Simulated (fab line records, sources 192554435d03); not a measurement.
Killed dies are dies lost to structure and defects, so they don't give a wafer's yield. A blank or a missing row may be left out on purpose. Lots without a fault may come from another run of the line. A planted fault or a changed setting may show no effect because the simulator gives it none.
Chamber matching | flow n5_finfet | N5_ZERO_LAYER_ETCH_18 on rie_si-04: 4 sister chambers
The step etches Si in HBr/Cl2, target depth 120 nm, time 40 s. 4 wafers are shown with their chamber, then 10 later ones without.

WAFERS WITH THEIR CHAMBER
wafer  | chamber | throttle_valve_pct (%)
L089.1 | 3       | 36.4
L089.2 | 2       | 35.7
L092.3 | 0       | 37.3
L092.4 | 1       | 35.9

WAFERS WITHOUT THEIR CHAMBER
wafer  | throttle_valve_pct (%)
L092.5 | 36.3
L093.1 | 35.9
L093.2 | 35.7
L093.5 | 36.3
L095.1 | 35.9
L095.3 | 37.3
L095.4 | 36.3
L096.2 | 35.9
L096.3 | 35.6
L096.6 | 35.6

WHICH CHAMBER EACH WENT THROUGH
wafer  | from the rows above | in truth
L092.5 | 3                   | 3
L093.1 | 1                   | 1
L093.2 | 2                   | 2
L093.5 | 3                   | 3
L095.1 | 1                   | 1
L095.3 | 0                   | 0
L095.4 | 3                   | 3
L096.2 | 1                   | 1
L096.3 | 2                   | 2
L096.6 | 2                   | 2
Placed correctly: 10 of 10. Can't be placed from these rows: 0. Placed wrongly: 0.
How it was worked out, from the rows above alone: a wafer's distance from a chamber is the root of the sum, over the readings, of the square of ((its reading less the chamber's mean) divided by the reading's scatter). The wafer belongs to the nearest chamber; if the next one is less than 2 further off, it can't be placed. A chamber's mean is the mean of its shown wafers. The scatter: with one shown wafer a chamber, the root of the mean of the squares of how far each hidden wafer lies from its nearest shown one.
